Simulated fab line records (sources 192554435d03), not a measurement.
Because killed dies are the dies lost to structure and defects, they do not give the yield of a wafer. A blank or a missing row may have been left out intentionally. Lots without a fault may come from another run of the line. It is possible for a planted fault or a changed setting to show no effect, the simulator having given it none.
Which tool did it? || flow n5Finfet || 12 lots, 36 wafers sampled, at 1 step of a route of 1938

WHAT EACH GAUGE READ, for each wafer
N5_BEOL_M0_SAQP_INSPECT_42: inspects for defects (brightfield).
{"lot": "L075", "measured": "day 5 21:27", "on": "defectInspect-02", "rawDefectCount": "226 326 356"}
{"lot": "L077", "measured": "day 6 12:05", "on": "defectInspect-01", "rawDefectCount": "341 262 348"}
{"lot": "L079", "measured": "day 6 21:47", "on": "defectInspect-02", "rawDefectCount": "230 353 171"}
{"lot": "L081", "measured": "day 7 08:29", "on": "defectInspect-01", "rawDefectCount": "236 247 163"}
{"lot": "L083", "measured": "day 8 00:22", "on": "defectInspect-02", "rawDefectCount": "205 231 275"}
{"lot": "L085", "measured": "day 8 12:49", "on": "defectInspect-01", "rawDefectCount": "325 265 309"}
{"lot": "L087", "measured": "day 8 19:35", "on": "defectInspect-01", "rawDefectCount": "286 396 287"}
{"lot": "L089", "measured": "day 9 11:32", "on": "defectInspect-02", "rawDefectCount": "324 405 363"}
{"lot": "L091", "measured": "day 9 20:53", "on": "defectInspect-02", "rawDefectCount": "398 296 303"}
{"lot": "L093", "measured": "day 10 09:49", "on": "defectInspect-02", "rawDefectCount": "300 281 281"}
{"lot": "L095", "measured": "day 11 03:19", "on": "defectInspect-02", "rawDefectCount": "267 306 273"}
{"lot": "L097", "measured": "day 11 16:17", "on": "defectInspect-01", "rawDefectCount": "469 325 428"}

TOOL THAT RAN EACH LOT (tool first, then ch and the chambers of the sampled wafers, then the start)
No process step before these readings appears in the record.

THE ANSWER, worked out from the rows above alone
Rule: the usual values come from the lots themselves. The widest of any qualifying gaps counts: lots, ordered by their means at a reading, are off when they make up no more than a third of the lots, leave a main group of 4 or more, and stand apart from it by 3 or more times the standard deviation of that group's means. A main group is skipped when, at the precision printed for the reading in the tables above, its means are all equal. A lot without any number at a reading at which 4 lots or more have one is off too. The other lots that the step has rows for count as sound.
No lot is off at any reading shown: from this, nothing can be told.

WHAT WAS PUT IN BY THE SIMULATOR
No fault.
